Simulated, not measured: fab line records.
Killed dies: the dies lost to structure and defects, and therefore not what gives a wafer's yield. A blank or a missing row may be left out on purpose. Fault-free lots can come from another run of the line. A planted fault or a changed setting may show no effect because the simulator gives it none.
fab line records	flow nand_harc
record lots=24	wafers=72	last_day=24
route steps=1159 shown A_BLC@980 A_M0@1025 A_M1@1037 A_BONDPAD@1073
lots that met no fault: taken from a fault-free run of the same line
start_h: hours from the record's opening day to when the first of the lot's shown wafers began	wait_h: hours since the lot's step before	" unchanged from the row above	L1.1+2: one row covering several wafers at once	- no value, or no start was given	* or withheld: withheld	< > ~ a bound
route shown NAME@n: a module of which the file shows steps, and the number in the route of the first	usual: average and standard deviation across the fault-free wafers	same: alike in all rows	chamber/n: place in a boat	sites: each site's reading	_std_site: the values' standard deviation	_edge_site: mean of outer sites minus mean of inner sites	radius_mm: how far each site lies from the wafer's centre	mask NAME#n: copy n	behind: the tool/chamber that last shaped the wafer	hold: why the lot went on hold/how many hours it stayed there/how the hold came to an end	device: the transistor (n, p or np) that didn't switch	end of line: at the end of the route, the tests of the same wafers	a step without rows: its recipe alone	killed: at the first sort, the dies lost to defects and structure; wafer yield is something else	map: dies across one wafer; x = killed, . = not, _ = none there
set.NAME: the setting that was run; set.NAME@STEP: the one run at that earlier step	model.NAME: the simulator's own value behind a step, which no gauge read
the route's steps for a sample of lots (tables are steps, rows are wafers)
services: from which hour (start_h, from the record's first day; less than 0 if before it) a tool's chamber was out of use, for how many hours, and why
## steps
# step NHARC_A_BLC_ETCH_18
# recipe target_depth_a=9100	c4f8_flow_sccm=20	o2_flow_sccm=10	ar_flow_sccm=withheld	rf_w=600	bias_w=1500	chemistry=C4F8/O2/Ar
# usual oes_product_au=0.954/0.025	rf_vpp_V=976/6.1
lot.wafer	tool	chamber	start_h	wait_h	oes_product_au	rf_hours_counter_h	rf_vpp_V
L075.2	rie_diel-11	1	-	-	0.959	2	978
L075.1	"	3	"	"	0.956	2	974
L075.4	"	0	"	"	0.980	-	970
L074.1	rie_diel-11	3	-	-	0.971	3	975
L074.6	"	1	"	"	0.958	-	978
L074.5	"	3	"	"	0.968	-	974
L079.1	rie_diel-09	1	-	-	0.931	12	986
L079.4	"	2	"	"	0.920	13	969
L079.5	"	3	"	"	0.941	-	971
L076.4	rie_diel-09	0	-	-	0.915	13	981
L076.3	"	2	"	"	0.921	13	970
L076.5	"	0	"	"	0.916	-	980
L077.3	rie_diel-11	3	-	-	0.970	4	973
L077.2	"	0	"	"	0.970	4	973
L077.4	"	2	"	"	0.962	2	972
L080.3	rie_diel-11	1	-	-	0.965	6	978
L080.5	"	1	"	"	0.968	-	977
L080.6	"	2	"	"	0.935	-	971
L081.3	rie_diel-09	1	-	-	0.925	14	987
L081.6	"	1	"	"	0.919	-	986
L081.4	"	3	"	"	0.928	-	972
L078.2	rie_diel-11	1	431.40	-	1.003	7	978
L078.5	"	2	"	"	0.986	-	973
L078.4	"	0	"	"	1.007	-	972
L082.3	rie_diel-09	3	-	-	0.974	1	970
L082.2	"	0	"	"	0.964	1	981
L082.6	"	1	"	"	0.959	-	988
L083.1	rie_diel-09	1	-	-	0.981	1	987
L083.2	"	2	"	"	0.964	1	970
L083.5	"	0	"	"	0.987	-	980
L086.3	rie_diel-11	2	-	-	0.894	10	973
L086.2	"	0	"	"	0.922	11	971
L086.4	"	1	"	"	0.918	11	977
L085.4	rie_diel-09	2	-	-	0.946	3	970
L085.1	"	3	"	"	0.921	3	970
L085.3	"	0	"	"	0.957	3	979
L084.1	rie_diel-09	0	-	-	0.981	4	979
L084.2	"	2	"	"	0.945	4	969
L084.5	"	0	"	"	0.972	-	979
L087.2	rie_diel-09	2	-	-	0.956	4	970
L087.3	"	3	"	"	0.974	4	972
L087.1	"	0	"	"	0.979	4	978
L088.3	rie_diel-09	3	-	-	0.974	4	973
L088.2	"	1	"	"	0.984	4	987
L088.6	"	0	"	"	0.958	-	980
L092.4	rie_diel-09	3	-	-	0.974	5	970
L092.2	"	1	"	"	0.999	5	987
L092.5	"	3	"	"	0.975	-	970
L089.2	rie_diel-11	0	-	-	0.929	13	971
L089.4	"	1	"	"	0.915	-	977
L089.5	"	3	"	"	0.922	-	973
L090.2	rie_diel-09	1	-	-	0.993	6	986
L090.3	"	2	"	"	0.967	6	967
L090.6	"	3	"	"	0.963	-	971
L091.4	rie_diel-09	0	-	-	0.978	8	979
L091.3	"	2	"	"	0.954	7	969
L091.6	"	3	"	"	0.963	-	971
L093.3	rie_diel-09	2	-	-	0.951	7	970
L093.2	"	0	"	"	0.972	8	981
L093.5	"	1	"	"	0.983	-	987
L094.1	rie_diel-11	1	-	-	0.917	18	976
L094.4	"	3	"	"	0.922	16	974
L094.6	"	2	"	"	0.913	-	972
L096.1	rie_diel-09	1	-	-	0.985	10	987
L096.4	"	0	"	"	0.967	11	981
L096.6	"	2	"	"	0.957	-	970
L095.1	rie_diel-02	0	-	-	0.955	6	986
L095.4	"	2	"	"	0.976	-	980
L095.6	"	0	"	"	0.955	-	986
L097.4	rie_diel-09	3	-	-	0.928	10	970
L097.1	"	0	"	"	0.918	11	980
L097.6	"	2	"	"	0.913	-	969
# step NHARC_A_M0_DEP_32
# recipe target_thk_a=300	temp_c=370	target_thk_nm=30	pressure_torr=3	flow_sccm=200	rf_w=450	material=SiCN
# usual heater_power_w=584/75	showerhead_vpp_V=1325/90
lot.wafer	tool	chamber	start_h	wait_h	heater_power_w	showerhead_vpp_V
L075.1	pecvd-04	0	400.55	0.1	465	1293
L075.2	"	1	"	"	707	1270
L075.4	"	0	"	"	481	1284
L074.1	pecvd-03	2	401.38	0.1	582	1201
L074.6	"	1	"	"	663	1259
L074.5	"	2	"	"	586	1215
L079.1	pecvd-03	0	408.30	0.1	670	1242
L079.4	"	0	"	"	664	1222
L079.5	"	1	"	"	624	1290
L076.3	pecvd-01	1	412.22	0.1	535	1262
L076.4	"	0	"	"	629	1419
L076.5	"	1	"	"	529	1263
L077.3	pecvd-04	1	412.51	0.1	775	1248
L077.2	"	2	"	"	686	1309
L077.4	"	2	"	"	709	1286
L080.3	pecvd-04	1	431.94	0.1	754	1247
L080.5	"	2	"	"	682	1297
L080.6	"	1	"	"	762	1265
L081.3	pecvd-01	2	436.07	0.1	518	1445
L081.4	"	1	"	"	524	1263
L081.6	"	2	"	"	518	1431
L078.2	pecvd-01	2	442.02	0.1	585	1436
L078.4	"	0	"	"	505	1438
L078.5	"	2	"	"	576	1453
L082.2	pecvd-01	0	454.02	0.1	588	1412
L082.3	"	1	"	"	474	1255
L082.6	"	1	"	"	490	1241
L083.1	pecvd-01	2	455.84	0.1	522	1465
L083.2	"	1	"	"	594	1239
L083.5	"	0	"	"	568	1422
L086.3	pecvd-03	1	470.74	0.1	673	1298
L086.2	"	0	"	"	636	1261
L086.4	"	2	"	"	580	1191
L085.1	pecvd-01	0	476.99	0.1	616	1441
L085.3	"	1	"	"	495	1252
L085.4	"	0	"	"	620	1465
L084.2	pecvd-04	0	478.13	0.1	481	1297
L084.1	"	2	"	"	605	1313
L084.5	"	0	"	"	482	1273
L087.3	pecvd-01	0	481.49	0.1	502	1429
L087.1	"	1	"	"	496	1272
L087.2	"	2	"	"	533	1435
L088.3	pecvd-04	2	494.35	0.1	665	1294
L088.2	"	0	"	"	435	1284
L088.6	"	1	"	"	693	1266
L092.2	pecvd-01	0	496.12	0.1	537	1435
L092.4	"	0	"	"	542	1414
L092.5	"	1	"	"	589	1266
L089.2	pecvd-03	2	507.04	0.1	572	1201
L089.5	"	0	"	"	665	1220
L089.4	"	1	"	"	647	1295
L090.2	pecvd-01	2	507.39	0.1	488	1467
L090.3	"	0	"	"	576	1439
L090.6	"	1	"	"	521	1266
L091.3	pecvd-03	0	512.53	0.1	592	1240
L091.6	"	2	"	"	601	1210
L091.4	"	0	"	"	579	1202
L093.2	pecvd-01	0	517.76	0.1	610	1418
L093.3	"	2	"	"	551	1433
L093.5	"	1	"	"	581	1260
L094.1	pecvd-03	0	529.75	0.1	618	1232
L094.4	"	0	"	"	620	1220
L094.6	"	1	"	"	557	1296
L096.1	pecvd-01	1	536.52	0.1	531	1245
L096.6	"	2	"	"	588	1443
L096.4	"	0	"	"	624	1438
L095.1	pecvd-01	1	537.45	0.1	558	1280
L095.6	"	1	"	"	549	1272
L095.4	"	2	"	"	539	1431
L097.1	pecvd-01	0	539.93	0.1	597	1444
L097.4	"	0	"	"	602	1417
L097.6	"	2	"	"	505	1458
# step NHARC_A_M1_OVL_MEAS_10
# recipe pitch_nm=240
# usual overlay_x_nm=0.1/0.87	overlay_y_nm=0.2/0.68
lot.wafer	tool	chamber	start_h	wait_h	overlay_x_nm	overlay_y_nm
L075.1	overlay-02	-	401.90	-	-1.9	-0.3
L075.2	"	-	"	"	-1.7	-0.4
L075.4	"	-	"	"	-1.4	-0.2
L074.1	overlay-01	-	402.68	-	-0.8	-0.2
L074.5	"	-	"	"	-0.7	0.2
L074.6	"	-	"	"	-0.2	0.6
L079.1	overlay-01	-	409.54	-	1.5	-0.1
L079.4	"	-	"	"	2.7	-0.1
L079.5	"	-	"	"	1.4	-0.5
L076.3	overlay-02	-	413.33	-	1.4	0.5
L076.4	"	-	"	"	1.4	0.5
L076.5	"	-	"	"	1.0	0.5
L077.2	overlay-02	-	413.82	-	0.3	0.1
L077.3	"	-	"	"	0.1	0.8
L077.4	"	-	"	"	0.5	-0.2
L080.3	overlay-02	-	433.33	-	-0.2	-0.6
L080.5	"	-	"	"	-0.3	-0.6
L080.6	"	-	"	"	-0.7	-0.6
L081.3	overlay-01	-	437.25	-	1.0	0.5
L081.4	"	-	"	"	1.0	0.2
L081.6	"	-	"	"	1.0	-0.1
L078.2	overlay-02	-	443.25	-	-0.2	2.1
L078.4	"	-	"	"	-0.5	2.0
L078.5	"	-	"	"	-0.5	1.8
L082.2	overlay-01	-	455.21	-	0.8	0.1
L082.3	"	-	"	"	0.8	0.0
L082.6	"	-	"	"	0.2	0.6
L083.1	overlay-01	-	457.16	-	-0.3	-0.6
L083.2	"	-	"	"	-0.4	0.0
L083.5	"	-	"	"	-0.7	-0.5
L086.2	overlay-02	-	471.95	-	-0.6	1.6
L086.3	"	-	"	"	0.0	1.1
L086.4	"	-	"	"	-0.1	1.4
L085.1	overlay-01	-	478.32	-	0.5	0.5
L085.3	"	-	"	"	0.7	1.2
L085.4	"	-	"	"	0.2	0.8
L084.1	overlay-02	-	479.33	-	0.4	-0.6
L084.2	"	-	"	"	0.3	-0.2
L084.5	"	-	"	"	1.0	-1.0
L087.1	overlay-02	-	483.14	-	0.1	0.6
L087.2	"	-	"	"	0.5	0.9
L087.3	"	-	"	"	0.1	0.7
L088.2	overlay-02	-	495.52	-	-2.0	-0.3
L088.3	"	-	"	"	-1.8	-0.6
L088.6	"	-	"	"	-1.2	0.1
L092.2	overlay-01	-	497.41	-	0.8	0.0
L092.4	"	-	"	"	0.6	-0.3
L092.5	"	-	"	"	0.6	0.2
L089.2	overlay-01	-	508.23	-	-0.2	0.2
L089.4	"	-	"	"	-0.2	0.3
L089.5	"	-	"	"	-0.2	0.4
L090.2	overlay-01	-	508.82	-	-0.5	0.5
L090.3	"	-	"	"	-1.0	0.3
L090.6	"	-	"	"	-0.3	0.3
L091.3	overlay-01	-	513.76	-	-0.7	-0.1
L091.4	"	-	"	"	-0.9	0.2
L091.6	"	-	"	"	-0.7	0.4
L093.2	overlay-01	-	519.12	-	1.5	-0.9
L093.3	"	-	"	"	1.0	-1.1
L093.5	"	-	"	"	0.8	-0.8
L094.1	overlay-02	-	530.96	-	-0.2	0.2
L094.4	"	-	"	"	0.2	-0.3
L094.6	"	-	"	"	-0.2	-0.2
L096.1	overlay-02	-	537.79	-	-0.2	0.9
L096.4	"	-	"	"	0.1	0.7
L096.6	"	-	"	"	0.2	0.7
L095.1	overlay-02	-	538.67	-	0.8	0.9
L095.4	"	-	"	"	0.7	1.0
L095.6	"	-	"	"	0.8	0.9
L097.1	overlay-02	-	541.14	-	-1.0	-0.4
L097.4	"	-	"	"	-0.9	-0.3
L097.6	"	-	"	"	-0.7	-0.7
# step NHARC_A_M1_INSPECT_11
# usual raw_defect_count=32/15
lot.wafer	tool	chamber	start_h	wait_h	raw_defect_count
L075.1	defect_inspect-02	-	401.94	0.0	22
L075.2	"	-	"	"	20
L075.4	"	-	"	"	27
L074.1	defect_inspect-02	-	402.72	0.0	32
L074.5	"	-	"	"	27
L074.6	"	-	"	"	33
L079.1	defect_inspect-01	-	409.58	0.0	24
L079.4	"	-	"	"	27
L079.5	"	-	"	"	25
L076.3	defect_inspect-01	-	413.37	0.0	11
L076.4	"	-	"	"	16
L076.5	"	-	"	"	17
L077.2	defect_inspect-01	-	413.86	0.0	28
L077.3	"	-	"	"	28
L077.4	"	-	"	"	35
L080.3	defect_inspect-02	-	433.37	0.0	12
L080.5	"	-	"	"	15
L080.6	"	-	"	"	8
L081.3	defect_inspect-01	-	437.29	0.0	27
L081.4	"	-	"	"	14
L081.6	"	-	"	"	18
L078.2	defect_inspect-01	-	443.29	0.0	37
L078.4	"	-	"	"	52
L078.5	"	-	"	"	37
L082.2	defect_inspect-01	-	455.24	0.0	47
L082.3	"	-	"	"	36
L082.6	"	-	"	"	42
L083.1	defect_inspect-01	-	457.19	0.0	17
L083.2	"	-	"	"	10
L083.5	"	-	"	"	13
L086.2	defect_inspect-01	-	471.98	0.0	35
L086.3	"	-	"	"	34
L086.4	"	-	"	"	23
L085.1	defect_inspect-01	-	478.36	0.0	28
L085.3	"	-	"	"	39
L085.4	"	-	"	"	41
L084.1	defect_inspect-01	-	479.37	0.0	17
L084.2	"	-	"	"	19
L084.5	"	-	"	"	17
L087.1	defect_inspect-02	-	483.18	0.0	44
L087.2	"	-	"	"	44
L087.3	"	-	"	"	36
L088.2	defect_inspect-01	-	495.56	0.0	30
L088.3	"	-	"	"	37
L088.6	"	-	"	"	34
L092.2	defect_inspect-01	-	497.44	0.0	54
L092.4	"	-	"	"	45
L092.5	"	-	"	"	45
L089.2	defect_inspect-01	-	508.26	0.0	28
L089.4	"	-	"	"	25
L089.5	"	-	"	"	32
L090.2	defect_inspect-01	-	508.86	0.0	30
L090.3	"	-	"	"	36
L090.6	"	-	"	"	29
L091.3	defect_inspect-01	-	513.80	0.0	11
L091.4	"	-	"	"	10
L091.6	"	-	"	"	12
L093.2	defect_inspect-02	-	519.15	0.0	60
L093.3	"	-	"	"	47
L093.5	"	-	"	"	65
L094.1	defect_inspect-02	-	531.00	0.0	12
L094.4	"	-	"	"	20
L094.6	"	-	"	"	13
L096.1	defect_inspect-02	-	537.82	0.0	35
L096.4	"	-	"	"	44
L096.6	"	-	"	"	50
L095.1	defect_inspect-02	-	538.71	0.0	71
L095.4	"	-	"	"	73
L095.6	"	-	"	"	63
L097.1	defect_inspect-01	-	541.18	0.0	32
L097.4	"	-	"	"	36
L097.6	"	-	"	"	35
# step NHARC_A_BONDPAD_OVL_MEAS_35
# usual overlay_x_nm=1/7.1	overlay_y_nm=-1/8.3
lot.wafer	tool	chamber	start_h	wait_h	overlay_x_nm	overlay_y_nm
L075.1	overlay-01	-	406.65	-	-2	14
L075.2	"	-	"	"	-1	14
L075.4	"	-	"	"	-2	14
L074.1	overlay-02	-	407.40	-	-5	10
L074.5	"	-	"	"	-5	11
L074.6	"	-	"	"	-5	10
L079.1	overlay-01	-	414.43	-	1	3
L079.4	"	-	"	"	1	4
L079.5	"	-	"	"	1	4
L076.3	overlay-01	-	418.79	-	-4	8
L076.4	"	-	"	"	-5	7
L076.5	"	-	"	"	-4	7
L077.2	overlay-01	-	418.95	-	-7	-4
L077.3	"	-	"	"	-6	-4
L077.4	"	-	"	"	-6	-5
L080.3	overlay-02	-	438.27	-	5	-17
L080.5	"	-	"	"	5	-18
L080.6	"	-	"	"	5	-18
L081.3	overlay-02	-	442.08	-	9	-1
L081.4	"	-	"	"	9	-1
L081.6	"	-	"	"	9	-1
L078.2	overlay-02	-	447.94	-	-2	1
L078.4	"	-	"	"	-2	1
L078.5	"	-	"	"	-2	0
L082.2	overlay-02	-	459.92	-	-3	-15
L082.3	"	-	"	"	-3	-15
L082.6	"	-	"	"	-3	-14
L083.1	overlay-01	-	461.89	-	-3	-1
L083.2	"	-	"	"	-3	-1
L083.5	"	-	"	"	-3	-1
L086.2	overlay-01	-	476.66	-	13	3
L086.3	"	-	"	"	13	3
L086.4	"	-	"	"	13	4
L085.1	overlay-02	-	483.13	-	-8	1
L085.3	"	-	"	"	-7	1
L085.4	"	-	"	"	-8	1
L084.1	overlay-02	-	484.52	-	15	10
L084.2	"	-	"	"	15	10
L084.5	"	-	"	"	15	10
L087.1	overlay-02	-	487.89	-	-6	-4
L087.2	"	-	"	"	-6	-3
L087.3	"	-	"	"	-7	-4
L088.2	overlay-02	-	500.55	-	9	1
L088.3	"	-	"	"	9	0
L088.6	"	-	"	"	10	0
L092.2	overlay-02	-	502.55	-	-6	-9
L092.4	"	-	"	"	-6	-9
L092.5	"	-	"	"	-6	-9
L089.2	overlay-01	-	512.97	-	5	3
L089.4	"	-	"	"	6	2
L089.5	"	-	"	"	6	2
L090.2	overlay-02	-	513.61	-	14	9
L090.3	"	-	"	"	13	9
L090.6	"	-	"	"	13	8
L091.3	overlay-01	-	518.51	-	-2	-18
L091.4	"	-	"	"	-2	-18
L091.6	"	-	"	"	-2	-18
L093.2	overlay-01	-	523.99	-	-6	-6
L093.3	"	-	"	"	-6	-7
L093.5	"	-	"	"	-6	-7
L094.1	overlay-02	-	536.11	-	5	7
L094.4	"	-	"	"	4	7
L094.6	"	-	"	"	5	8
L096.1	overlay-02	-	542.60	-	2	-1
L096.4	"	-	"	"	2	-1
L096.6	"	-	"	"	2	-1
L095.1	overlay-01	-	543.36	-	-5	-8
L095.4	"	-	"	"	-5	-8
L095.6	"	-	"	"	-6	-8
L097.1	overlay-02	-	545.83	-	-8	-1
L097.4	"	-	"	"	-8	-1
L097.6	"	-	"	"	-8	-1
# step NHARC_A_BONDPAD_PRE_CLEAN_26
# recipe time_s=30	temp_c=280	gas=H2/He
# usual heater_power_w=410/44
lot.wafer	tool	chamber	start_h	wait_h	heater_power_w
L075.4	pvd_sputter-02	-	-	-	384
L075.1	"	-	"	"	378
L075.2	"	-	"	"	355
L074.1	pvd_sputter-03	-	-	-	344
L074.6	"	-	"	"	427
L074.5	"	-	"	"	340
L079.1	pvd_sputter-01	-	-	-	475
L079.4	"	-	"	"	432
L079.5	"	-	"	"	399
L076.4	pvd_sputter-02	-	-	-	382
L076.3	"	-	"	"	373
L076.5	"	-	"	"	350
L077.3	pvd_sputter-01	-	-	-	489
L077.2	"	-	"	"	399
L077.4	"	-	"	"	428
L080.3	pvd_sputter-02	-	-	-	474
L080.6	"	-	"	"	354
L080.5	"	-	"	"	444
L081.3	pvd_sputter-01	-	-	-	477
L081.4	"	-	"	"	393
L081.6	"	-	"	"	481
L078.4	pvd_sputter-02	-	-	-	367
L078.2	"	-	"	"	342
L078.5	"	-	"	"	376
L082.3	pvd_sputter-01	-	-	-	393
L082.2	"	-	"	"	439
L082.6	"	-	"	"	475
L083.1	pvd_sputter-01	-	-	-	374
L083.2	"	-	"	"	427
L083.5	"	-	"	"	390
L086.2	pvd_sputter-01	-	-	-	432
L086.3	"	-	"	"	484
L086.4	"	-	"	"	390
L085.3	pvd_sputter-02	-	-	-	373
L085.1	"	-	"	"	441
L085.4	"	-	"	"	383
L084.2	pvd_sputter-02	-	-	-	453
L084.1	"	-	"	"	378
L084.5	"	-	"	"	354
L087.2	pvd_sputter-01	-	-	-	479
L087.1	"	-	"	"	395
L087.3	"	-	"	"	433
L088.2	pvd_sputter-03	-	-	-	440
L088.3	"	-	"	"	440
L088.6	"	-	"	"	341
L092.4	pvd_sputter-02	-	-	-	385
L092.2	"	-	"	"	358
L092.5	"	-	"	"	376
L089.4	pvd_sputter-02	-	-	-	383
L089.2	"	-	"	"	372
L089.5	"	-	"	"	380
L090.3	pvd_sputter-02	-	-	-	449
L090.2	"	-	"	"	389
L090.6	"	-	"	"	459
L091.3	pvd_sputter-03	-	-	-	439
L091.4	"	-	"	"	436
L091.6	"	-	"	"	350
L093.2	pvd_sputter-01	-	-	-	458
L093.3	"	-	"	"	386
L093.5	"	-	"	"	446
L094.4	pvd_sputter-01	-	-	-	391
L094.1	"	-	"	"	401
L094.6	"	-	"	"	444
L096.1	pvd_sputter-02	-	-	-	454
L096.4	"	-	"	"	378
L096.6	"	-	"	"	348
L095.1	pvd_sputter-03	-	-	-	339
L095.4	"	-	"	"	450
L095.6	"	-	"	"	454
L097.4	pvd_sputter-03	-	-	-	442
L097.1	"	-	"	"	429
L097.6	"	-	"	"	434
## services
tool	chamber	start_h	hours	kind
pecvd-04	-	376.00	13.0	pm
rie_diel-11	2	391.38	7.8	repair
pvd_sputter-02	-	392.01	10.0	pm
rie_diel-02	3	399.67	4.1	repair
pecvd-01	-	418.22	13.0	pm
pecvd-03	0	425.95	13.7	repair
rie_diel-09	2	425.96	4.0	repair
rie_diel-02	2	426.52	13.5	repair
rie_diel-09	-	431.13	9.0	pm
pvd_sputter-03	-	458.00	10.0	pm
rie_diel-09	3	459.44	10.8	repair
rie_diel-02	3	463.85	13.7	repair
pecvd-03	-	464.41	2.5	repair
rie_diel-02	2	470.55	8.0	repair
pecvd-03	-	473.55	13.0	pm
rie_diel-11	-	480.10	1.0	repair
rie_diel-11	2	487.27	21.6	repair
pecvd-04	0	497.82	17.5	repair
pecvd-03	-	499.83	0.5	repair
rie_diel-02	2	501.87	8.3	repair
pvd_sputter-01	-	514.06	10.0	pm
rie_diel-09	-	520.36	0.8	repair
rie_diel-09	-	521.84	1.1	repair
rie_diel-11	-	543.98	9.0	pm
## key
fault none
